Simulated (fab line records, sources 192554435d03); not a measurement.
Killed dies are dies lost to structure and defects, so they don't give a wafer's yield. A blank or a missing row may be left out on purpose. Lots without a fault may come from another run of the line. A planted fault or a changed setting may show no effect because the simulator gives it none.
Problem report in the 8D (eight disciplines) form, filled by code | flow n5_finfet | the parts of the form that need people (team, actions taken, sign-off) are left out

1. THE PROBLEM
killed_at_M0_to_M3 at N5_PASSIVATION_PROBE_49 reads a mean of 112 on 6 wafers of 2 lots; wafers without a fault read 31 with a standard deviation of 11. That is +7.4 standard deviations from the usual mean.
First seen on wafer L481.1, day 15 07:37, on prober-01. The record holds 13 wafers of 5 lots with a number at this step. Rule for "out", or "out of limits": more than 4 standard deviations from the usual mean. The other wafers with a number count as sound.

2. WHAT IT IS AND WHAT IT IS NOT
question                    | is                     | is not
which readings at this step | killed_at_M0_to_M3     | killed_at_contacts, killed_at_front_end, killed_at_other, killed_open, killed_short, sort_bin_8_speed
which lots                  | L481, L483             | L484, L487, L490
which wafers of those lots  | all that have a number | -
read on which tools         | prober-01              | prober-02
when                        | from day 15 07:37      | up to then (0 sound wafers); but 7 sound wafers of L484, L487, L490 came after

3. SUSPECTS, AND WHAT RULES EACH OUT
Counting: a tool at a process step up to the reading stays a suspect if it ran every lot that is out and no sound lot after the first of them.
- rie_diel-03 at N5_BEOL_M1_TRENCH_ETCH_37 (etches SiOC in C4F6/O2, target depth 55.207 nm, time 29 s): kept. It ran every lot that is out, first L481 (day 9 11:35), and no sound lot after that.
- rie_diel-01 at N5_PASSIVATION_STRIP_48 (strips in O2): ruled out as a lasting fault. Sound lots L484, L487, L490 ran on it after its first lot that is out, L481 (day 15 05:05).
- prober-01 at N5_PASSIVATION_PROBE_49: ruled out as a lasting fault. Sound lots L484 ran on it after its first lot that is out, L481 (day 15 07:37).
Left after counting: rie_diel-03 at N5_BEOL_M1_TRENCH_ETCH_37.

4. THE CAUSE (what the simulator had put in)
Chamber particle source: rie_diel-03, from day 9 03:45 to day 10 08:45, at N5_BEOL_M1_TRENCH_ETCH_37. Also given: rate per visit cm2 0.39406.
Counting left only this tool.

5. THE CHAIN OF EFFECTS, in route order
Each row: a reading whose mean over the struck wafers that have a number lies more than 3 standard deviations from the usual. Only readings for which the record gives a usual standard deviation are gone through. hours: the time from each lot's start at the first step in this table that gives one to its start at this step, as a median over the lots. sigmas: the change in usual standard deviations.
hours | step                    | reading              | usual  | on struck wafers | change | sigmas
0     | N5_PASSIVATION_PROBE_49 | defect_limited_yield | 91.7 % | 85.9             | -5.8   | -4.1
0     | N5_PASSIVATION_PROBE_49 | killed_at_M0_to_M3   | 31     | 112              | +81    | +7.4
0     | N5_PASSIVATION_PROBE_49 | killed_dies          | 98     | 166              | +68    | +4.3
0     | N5_PASSIVATION_PROBE_49 | sort_bin_5_function  | 4.9 %  | 9.1              | +4.2   | +4.4
The process steps in it:
- N5_PASSIVATION_PROBE_49

6. WHAT WOULD HAVE CAUGHT IT SOONER
In this record the first reading out of limits was taken at day 15 07:37, 148 hours after the fault began at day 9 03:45.
Of the tool readings at N5_BEOL_M1_TRENCH_ETCH_37 for which the record gives a usual standard deviation, none was out on any struck wafer, so an alarm limit of 4 standard deviations on them would not have fired.
All the lots that are out (2) had begun N5_BEOL_M1_TRENCH_ETCH_37 on rie_diel-03 by day 15 07:37. A hold on the tool at that time would have spared none of them.
